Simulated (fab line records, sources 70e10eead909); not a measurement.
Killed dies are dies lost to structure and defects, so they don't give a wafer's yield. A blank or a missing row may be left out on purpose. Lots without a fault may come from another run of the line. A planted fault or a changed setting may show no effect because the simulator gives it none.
fab line records | flow nand_harc
record lots=5 wafers=15 last_day=31
route steps=1302 shown P_ZERO_WELL@68 P_STI@69 END@1302
lots that met no fault: from a run of the same line without faults
start_h: hours from the record's first day to the start of the lot's first wafer shown | wait_h: hours since the lot's step before | " the same as in the row above | L1.1+2: a row that stands for several wafers | - no value, or no start given | * or withheld: withheld | < > ~ a bound
route shown NAME@n: a module of which the file shows steps, and the number in the route of the first | usual: mean/standard deviation of fault-free wafers | same: alike in all rows | chamber/n: place in a boat | sites: the reading at each site | _std_site: their standard deviation | _edge_site: outer sites' mean less inner sites' | radius_mm: how far each site lies from the wafer's centre | mask NAME#n: copy n | behind: the tool/chamber that last shaped the wafer | hold: why the lot was held/for how many hours/how that ended | device: the transistor (n, p or np) that didn't switch | end of line: the same wafers' tests at the end of the route | a step without rows: its recipe alone | killed: dies lost to structure and defects at the first sort, not the wafer's yield | map: a wafer's dies, x killed, . not, _ none there
set.NAME: the setting as run; set.NAME@STEP: as run at that earlier step | model.NAME: the simulator's own value behind a step, which no gauge read
lots at some steps of the route; a table a step, a row a wafer
services: from which hour (start_h, from the record's first day; less than 0 if before it) a tool's chamber was out of use, for how many hours, and why
## steps
# step NHARC_P_ZERO_WELL_INSPECT_43
# usual raw_defect_count=14/6
# columns lot.wafer tool chamber start_h wait_h raw_defect_count
L822.1 defect_inspect-01 - 40.16 0.6 9
L822.4 " - " " 3
L822.6 " - " " 11
L824.1 defect_inspect-01 - 57.59 0.6 19
L824.3 " - " " 20
L824.5 " - " " 27
L829.2 defect_inspect-01 - 107.62 0.5 14
L829.3 " - " " 20
L829.4 " - " " 7
L831.2 defect_inspect-01 - 127.43 0.5 13
L831.4 " - " " 20
L831.6 " - " " 10
L841.2 defect_inspect-01 - 227.64 0.5 15
L841.5 " - " " 10
L841.6 " - " " 20
# step NHARC_P_STI_ETCH_26
# recipe target_depth_a=110 chemistry=dHF material=SiO2
# step NHARC_P_STI_PRECLEAN_27
# recipe time_s=* temp_c=50 bath_age_min=0 chemistry=SC1
# step NHARC_P_STI_SRD_28
# step NHARC_P_STI_OXIDE_29
# recipe target_thk_a=100 temp_c=900 ox_time_s=1362 material=SiO2
# step NHARC_P_STI_HM_DEP_30
# recipe target_thk_a=800 temp_c=790 pressure_mtorr=300 time_s=873 material=Si3N4
# step NHARC_P_STI_DEHYDRATE_01
# recipe temp_c=150 time_s=120
# step NHARC_P_STI_HMDS_02
# recipe time_s=30
# step NHARC_P_STI_COAT_41
# recipe temp_c=200 time_s=65
# step NHARC_P_STI_COAT_03
# recipe spin_rpm=2000 resist_thk_nm=600
# step NHARC_P_STI_SOFTBAKE_04
# recipe temp_c=125 time_s=70
# step NHARC_P_STI_EBR_05
# step NHARC_P_STI_EXPOSE_06
# recipe na=0.55 target_cd_nm=200 dose_mj=37.69 mask_id=P_STI
# usual exposure_dose_mJ_cm2=37.66/0.044 focus_offset_nm=-0.1/0.53
# columns lot.wafer tool chamber start_h wait_h mask exposure_dose_mJ_cm2 focus_offset_nm
L822.1 krf_scanner-02 0 60.45 - P_STI#0 37.70 0.2
L822.4 " 0 " " P_STI#0 37.67 0.3
L822.6 " 0 " " P_STI#0 37.69 1.0
L824.1 krf_scanner-02 0 73.98 - P_STI#0 37.60 0.5
L824.3 " 0 " " P_STI#0 37.57 0.6
L824.5 " 0 " " P_STI#0 37.58 0.7
L829.2 krf_scanner-04 0 126.84 - P_STI#0 37.61 0.5
L829.3 " 0 " " P_STI#0 37.62 0.2
L829.4 " 0 " " P_STI#0 37.54 -0.1
L831.2 krf_scanner-04 0 138.84 - P_STI#0 37.63 -0.8
L831.4 " 0 " " P_STI#0 37.58 0.4
L831.6 " 0 " " P_STI#0 37.60 -0.4
L841.2 krf_scanner-02 0 242.65 - P_STI#0 37.94 -0.3
L841.5 " 0 " " P_STI#0 37.96 -0.6
L841.6 " 0 " " P_STI#0 37.95 -0.4
# step NHARC_P_STI_PEB_07
# recipe peb_temp_c=128 peb_time_s=80
# step NHARC_P_STI_DEVELOP_08
# recipe time_s=50 dev_temp_c=22
# step NHARC_P_STI_CD_MEAS_09
# recipe target_cd_nm=200 landing_energy_ev=500
# usual cd_nm=199.4/2.4
# columns lot.wafer tool chamber start_h wait_h cd_nm
L822.1 cd_sem-03 0 60.61 - 201.0
L822.4 " 0 " " 196.6
L822.6 " 0 " " 204.8
L824.1 cd_sem-03 0 74.13 - 197.6
L824.3 " 0 " " 200.6
L824.5 " 0 " " 198.7
L829.2 cd_sem-03 0 126.99 - 202.1
L829.3 " 0 " " 197.4
L829.4 " 0 " " 202.2
L831.2 cd_sem-03 0 138.99 - 198.8
L831.4 " 0 " " 199.8
L831.6 " 0 " " 199.3
L841.2 cd_sem-01 0 242.80 - 189.0
L841.5 " 0 " " 184.3
L841.6 " 0 " " 196.7
# step NHARC_P_STI_OVL_MEAS_10
# usual overlay_x_nm=3/4.4 overlay_y_nm=-2/6.6
# columns lot.wafer tool chamber start_h wait_h overlay_x_nm overlay_y_nm
L822.1 overlay-01 - 60.69 - 2 9
L822.4 " - " " 2 9
L822.6 " - " " 2 9
L824.1 overlay-01 - 74.22 - 4 5
L824.3 " - " " 5 5
L824.5 " - " " 4 5
L829.2 overlay-02 - 127.07 - -2 -5
L829.3 " - " " -2 -5
L829.4 " - " " -3 -4
L831.2 overlay-01 - 139.08 - 6 0
L831.4 " - " " 5 1
L831.6 " - " " 6 0
L841.2 overlay-02 - 242.89 - 11 3
L841.5 " - " " 11 3
L841.6 " - " " 11 3
# step NHARC_P_STI_INSPECT_11
# usual raw_defect_count=6.2/2.9
# columns lot.wafer tool chamber start_h wait_h raw_defect_count
L822.1 defect_inspect-02 - 60.73 0.0 2
L822.4 " - " " 6
L822.6 " - " " 13
L824.1 defect_inspect-02 - 74.26 0.0 5
L824.3 " - " " 3
L824.5 " - " " 9
L829.2 defect_inspect-02 - 127.11 0.0 7
L829.3 " - " " 11
L829.4 " - " " 6
L831.2 defect_inspect-02 - 139.11 0.0 6
L831.4 " - " " 8
L831.6 " - " " 7
L841.2 defect_inspect-02 - 242.92 0.0 3
L841.5 " - " " 9
L841.6 " - " " 4
# step NHARC_P_STI_HARDBAKE_13
# recipe temp_c=118 time_s=65
# step NHARC_P_STI_DESCUM_14
# recipe time_s=3 o2_flow_sccm=200 ar_flow_sccm=0 bias_power_w=0 chemistry=O2
# usual drypump_motor_current_A=5.6/0.34 o2_flow_sccm=200.0/0.65 oes_product_au=0.999/0.01 rf_vpp_V=57.9/0.92 showerhead_plenum_p_Torr=1.94/0.092 throttle_valve_pct=11.311/0.0089
# columns lot.wafer tool chamber start_h wait_h drypump_motor_current_A o2_flow_sccm oes_product_au rf_hours_counter_h rf_vpp_V showerhead_plenum_p_Torr throttle_valve_pct model.P_STI.cd_nm
L822.1 rie_diel-06 2 60.86 - 5.2 199.1 1.016 4.6 58.1 2.07 11.313 201.6
L822.4 " 3 " " 5.8 200.9 1.009 5.2 56.2 1.79 11.326 195.5
L822.6 " 2 " " 5.2 199.0 1.009 - 58.7 2.07 11.294 204.4
L824.3 rie_diel-06 3 74.39 - 5.8 200.1 1.003 5.9 59.2 1.79 11.312 201
L824.1 " 2 " " 5.2 199.8 1.012 5.1 58.1 2.07 11.300 197.5
L824.5 " 0 " " 5.8 200.8 0.982 - 57.5 1.96 11.310 199.1
L829.3 rie_diel-10 2 127.24 - 5.6 199.1 0.980 4.0 58.1 1.94 11.310 197.7
L829.4 " 0 " " 5.6 199.6 0.998 3.8 58.7 1.86 11.306 202.4
L829.2 " 1 " " 5.6 199.2 1.006 4.0 59.0 1.96 11.323 202
L831.4 rie_diel-03 1 139.26 - 6.2 200.6 0.999 1.7 57.1 1.87 11.304 199
L831.2 " 3 " " 5.4 199.2 0.986 2.1 58.1 1.84 11.300 197.8
L831.6 " 0 " " 5.9 200.4 1.005 - 57.5 1.93 11.306 199.2
L841.2 rie_diel-06 1 243.06 - 5.1 200.5 0.996 4.0 58.3 2.05 11.303 188.6
L841.5 " 1 " " 5.1 201.4 1.000 - 60.5 2.05 11.308 183.7
L841.6 " 2 " " 5.2 199.7 1.000 - 59.0 2.07 11.322 197.3
# step NHARC_P_STI_ETCH_42
# recipe target_depth_a=800 overetch_a=240 time_s=61 ion_energy_ev=200 n2_flow_sccm=150 h2_flow_sccm=150 ar_flow_sccm=0 rf_w=400 bias_w=150 chemistry=N2/H2
# usual drypump_motor_current_A=5.7/0.34 n2_flow_sccm=150.0/0.46 oes_product_au=0.999/0.01 rf_vpp_V=431.0/2.9 showerhead_plenum_p_Torr=2.06/0.1 throttle_valve_pct=14.170/0.0086
# columns lot.wafer tool chamber start_h wait_h drypump_motor_current_A n2_flow_sccm oes_product_au rf_hours_counter_h rf_vpp_V showerhead_plenum_p_Torr throttle_valve_pct
L822.4 rie_diel-06 2 60.96 0.1 5.2 149.6 1.005 4.6 435.4 2.21 14.172
L822.1 " 3 " " 5.9 150.3 0.997 5.2 425.9 1.90 14.167
L822.6 " 0 " " 5.8 149.0 0.996 - 434.1 2.09 14.181
L824.1 rie_diel-06 3 74.48 0.1 5.8 149.3 0.996 5.9 427.4 1.90 14.164
L824.3 " 0 " " 5.8 150.0 0.968 5.6 431.7 2.09 14.175
L824.5 " 2 " " 5.2 149.8 1.005 - 433.8 2.21 14.171
L829.4 rie_diel-10 2 127.33 0.1 5.6 149.6 0.985 4.0 431.3 2.06 14.180
L829.3 " 3 " " 6.2 149.5 1.016 3.7 431.7 2.12 14.158
L829.2 " 1 " " 5.6 150.2 1.005 4.0 431.6 2.09 14.177
L831.2 rie_diel-03 0 139.33 0.1 5.9 150.2 1.005 2.0 431.6 2.05 14.157
L831.4 " 3 " " 5.4 149.8 1.000 2.1 427.4 1.96 14.175
L831.6 " 0 " " 5.9 149.6 1.002 - 431.5 2.05 14.168
L841.2 rie_diel-06 2 243.15 0.1 5.2 150.4 1.002 4.3 436.7 2.21 14.165
L841.6 " 0 " " 5.8 149.8 0.984 - 431.9 2.09 14.169
L841.5 " 1 " " 5.1 150.9 0.994 - 435.4 2.19 14.176
# step NHARC_P_STI_ETCH_31
# recipe target_depth_a=1089 time_s=54.5 cf4_flow_sccm=100 chf3_flow_sccm=30 ar_flow_sccm=0 rf_w=500 bias_w=200 chemistry=CF4/CHF3
# usual drypump_motor_current_A=5.7/0.35 oes_product_au=0.952/0.021 rf_vpp_V=371.3/2.5 showerhead_plenum_p_Torr=1.59/0.071 throttle_valve_pct=16.803/0.0094
# columns lot.wafer tool chamber start_h wait_h drypump_motor_current_A oes_product_au rf_hours_counter_h rf_vpp_V showerhead_plenum_p_Torr throttle_valve_pct
L822.1 rie_diel-06 2 - - 5.2 0.928 4.6 373.4 1.70 16.818
L822.4 " 0 " " 5.8 0.909 4.9 371.2 1.61 16.804
L822.6 " 1 " " 5.1 0.930 - 375.1 1.68 16.795
L824.1 rie_diel-06 2 - - 5.2 0.980 5.1 374.1 1.69 16.790
L824.3 " 3 " " 5.8 0.962 5.9 367.3 1.48 16.830
L824.5 " 2 " " 5.2 0.989 - 373.8 1.69 16.783
L829.4 rie_diel-10 2 - - 5.6 0.937 4.0 370.0 1.59 16.799
L829.2 " 3 " " 6.2 0.965 3.8 374.5 1.63 16.791
L829.3 " 0 " " 5.6 0.959 3.8 370.3 1.53 16.806
L831.2 rie_diel-03 1 - - 6.2 0.930 1.8 367.5 1.54 16.810
L831.4 " 0 " " 5.9 0.923 2.1 370.5 1.58 16.813
L831.6 " 1 " " 6.2 0.929 - 370.3 1.54 16.801
L841.2 rie_diel-06 0 - - 5.8 0.954 5.0 373.1 1.61 16.806
L841.5 " 3 " " 5.8 0.956 - 367.7 1.47 16.811
L841.6 " 0 " " 5.8 0.963 - 372.0 1.61 16.792
# step NHARC_P_STI_ETCH_15
# recipe target_depth_a=3000 taper_deg=4 time_s=100.1 hbr_flow_sccm=150 cl2_flow_sccm=50 rf_w=400 icp_w=400 bias_w=100 chemistry=HBr/Cl2
# usual drypump_motor_current_A=5.4/0.36 oes_product_au=0.999/0.011 throttle_valve_pct=26.405/0.0084
# columns lot.wafer tool chamber start_h wait_h drypump_motor_current_A oes_product_au rf_hours_counter_h throttle_valve_pct model.P_STI.cd_nm
L822.1 rie_si-05 1 61.15 - 5.2 1.002 0.6 26.401 200
L822.4 " 2 " " 5.0 1.003 0.5 26.404 195.1
L822.6 " 1 " " 5.2 1.003 - 26.410 202.4
L824.1 rie_si-01 1 74.68 - 5.1 0.977 0.4 26.402 196.9
L824.3 " 3 " " 5.9 1.008 0.3 26.396 200.8
L824.5 " 0 " " 5.6 1.014 - 26.402 199.6
L829.4 rie_si-01 3 127.52 - 6.0 0.998 0.6 26.398 201.6
L829.2 " 0 " " 5.6 1.005 0.7 26.419 200
L829.3 " 2 " " 4.8 1.014 0.7 26.415 196.9
L831.2 rie_si-01 1 139.52 - 5.1 0.974 0.9 26.408 197.5
L831.4 " 2 " " 4.8 1.006 0.9 26.409 200.2
L831.6 " 1 " " 5.1 0.987 - 26.414 198.4
L841.2 rie_si-05 1 243.33 - 5.2 0.972 0.6 26.400 188.2
L841.5 " 1 " " 5.2 0.987 - 26.405 184
L841.6 " 2 " " 5.0 1.006 - 26.427 196.1
# step NHARC_P_STI_CD_MEAS_16
# usual cd_nm=198.4/2.4
# columns lot.wafer tool chamber start_h wait_h cd_nm
L822.1 cd_sem-01 - 61.30 - 200.1
L822.4 " - " " 195.0
L822.6 " - " " 202.3
L824.1 cd_sem-01 - 74.82 - 197.0
L824.3 " - " " 200.9
L824.5 " - " " 199.4
L829.2 cd_sem-03 - 127.68 - 200.1
L829.3 " - " " 197.0
L829.4 " - " " 201.4
L831.2 cd_sem-01 - 139.69 - 197.8
L831.4 " - " " 200.6
L831.6 " - " " 198.6
L841.2 cd_sem-02 - 243.49 - 188.2
L841.5 " - " " 183.9
L841.6 " - " " 196.3
# step NHARC_P_STI_OCD_MEAS_17
# usual trench_depth_nm=300/4.9 trench_foot_cd_nm=157.5/2.4
# columns lot.wafer tool chamber start_h wait_h trench_depth_nm trench_foot_cd_nm
L822.1 ocd-02 - 61.39 0.1 299 159.2
L822.4 " - " " 301 154.1
L822.6 " - " " 299 163.1
L824.1 ocd-01 - 74.91 0.1 294 156.3
L824.3 " - " " 301 158.8
L824.5 " - " " 306 156.7
L829.2 ocd-01 - 127.77 0.1 303 160.0
L829.3 " - " " 306 155.3
L829.4 " - " " 301 160.0
L831.2 ocd-02 - 139.78 0.1 291 158.2
L831.4 " - " " 301 158.3
L831.6 " - " " 293 158.2
L841.2 ocd-02 - 243.58 0.1 287 148.5
L841.5 " - " " 292 143.5
L841.6 " - " " 306 153.5
# step NHARC_P_STI_STRIP_19
# recipe time_s=900 temp_c=130 chemistry=SPM
# step NHARC_END_SORT_01
# recipe temp_c=25
# usual killed_at_array=41/10 killed_at_other=0.8/0.91 killed_at_periphery=4.2/2.9 killed_dies=46/10 killed_open=3.5/2.1 killed_short=2.5/1.6
# same gross_dies=677
# columns lot.wafer tool chamber start_h wait_h killed_at_array killed_at_other killed_at_periphery killed_dies killed_open killed_short
L831.2 prober-02 0 649.80 2.8 33 3 12 48 4 2
L831.4 prober-02 0 651.41 3.4 20 0 9 29 3 5
L831.6 prober-02 0 653.02 4.0 18 1 6 25 2 3
# killed by level:class
L831.2 A_CHANNEL_HOLE_D2:chamber_film_flake=14 P_M0:chamber_film_flake=7 A_CHANNEL_HOLE_D1:chamber_film_flake=4 A_CHANNEL_FILL_D1:chamber_film_flake=4 P_BONDPAD:chamber_film_flake=3 THIN_TSV:chamber_film_flake=3 A_ONON_D2:geometric_particle:short=2 P_ZERO_WELL:chamber_film_flake=2
L831.4 A_CHANNEL_HOLE_D2:chamber_film_flake=6 P_M0:chamber_film_flake=3 P_BONDPAD:chamber_film_flake=3 A_CHANNEL_FILL_D1:geometric_particle:open=2 P_ZERO_WELL:chamber_film_flake=2 A_CHANNEL_HOLE_D1:chamber_film_flake=2 A_M1:chamber_film_flake=2 P_M0:geometric_particle:short=1
L831.6 A_CHANNEL_HOLE_D2:chamber_film_flake=7 A_CHANNEL_FILL_D2:geometric_particle:open=2 A_CHANNEL_FILL_D2:geometric_particle:short=2 P_M0:chamber_film_flake=2 P_BONDPAD:chamber_film_flake=2 A_DECK1_JOINT:chamber_film_flake=2 A_CHANNEL_FILL_D1:geometric_particle:short=1 P_STI:chamber_film_flake=1
## services
# columns tool chamber start_h hours kind
rie_diel-06 2 38.56 9.4 repair
rie_diel-10 3 41.52 4.0 repair
krf_scanner-02 - 48.17 0.2 repair
rie_si-05 0 53.12 5.1 repair
rie_diel-10 - 65.50 9.0 pm
rie_diel-06 2 82.41 3.5 repair
krf_scanner-02 - 95.40 4.0 pm
rie_diel-03 - 104.30 9.0 pm
rie_diel-06 1 110.95 7.4 repair
krf_scanner-02 - 120.81 3.5 repair
rie_diel-06 - 130.20 9.0 pm
rie_diel-03 - 133.36 1.7 repair
rie_diel-10 3 154.49 8.0 repair
krf_scanner-02 - 155.82 0.5 repair
rie_diel-06 2 170.13 5.6 repair
rie_diel-06 1 171.44 4.3 repair
rie_diel-06 3 186.67 2.1 repair
rie_si-01 - 193.06 9.0 pm
krf_scanner-02 - 199.66 0.7 repair
rie_diel-03 0 204.08 6.0 repair
rie_diel-06 0 212.90 11.7 repair
rie_diel-03 1 226.98 4.3 repair
rie_diel-10 0 237.59 4.2 repair
rie_diel-10 - 242.53 9.0 pm
## key
first_sign step=NHARC_P_STI_EXPOSE_06 reading=exposure_dose_mJ_cm2 direction=up sigmas=6.6 usual=37.66 struck=37.95
effect step=NHARC_P_STI_CD_MEAS_09 reading=cd_nm direction=down sigmas=3.9 usual=199.4 struck=190.0 wafers_moved=2 through=control_loop
effect step=NHARC_P_STI_CD_MEAS_16 reading=cd_nm direction=down sigmas=3.8 usual=198.4 struck=189.5 wafers_moved=2 through=control_loop
effect step=NHARC_P_STI_OCD_MEAS_17 reading=trench_foot_cd_nm direction=down sigmas=3.7 usual=157.5 struck=148.5 wafers_moved=2 through=control_loop
model_effect step=NHARC_P_STI_DESCUM_14 value=P_STI.cd_nm without=196.8 struck=189.9
model_effect step=NHARC_P_STI_ETCH_15 value=P_STI.cd_nm without=196.4 struck=189.4
met_at NHARC_P_STI_EXPOSE_06
struck_wafers L841.2,L841.5,L841.6
tester_left_out L841
loop_trim step=NHARC_P_STI_EXPOSE_06 setting=dose lots=L841
onset_between 73.98 242.65
fault kind=process_parameter_drift tool=krf_scanner-02 chamber=- onset_h=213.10 steps=NHARC_P_STI_EXPOSE_06 channel=focus_nm offset=231.04 spread_by_wafer=0.3 shape=step end_h=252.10
# tester_left_out: of these lots the tester's yield and bins aren't shown, on N5 and GAA mostly nor the transistor test; their killed dies are dies lost to structure and defects alone, not to doping, threshold or leakage, so they don't give the yield
# loop_trim: a control loop set the setting to another value than it would have without faults
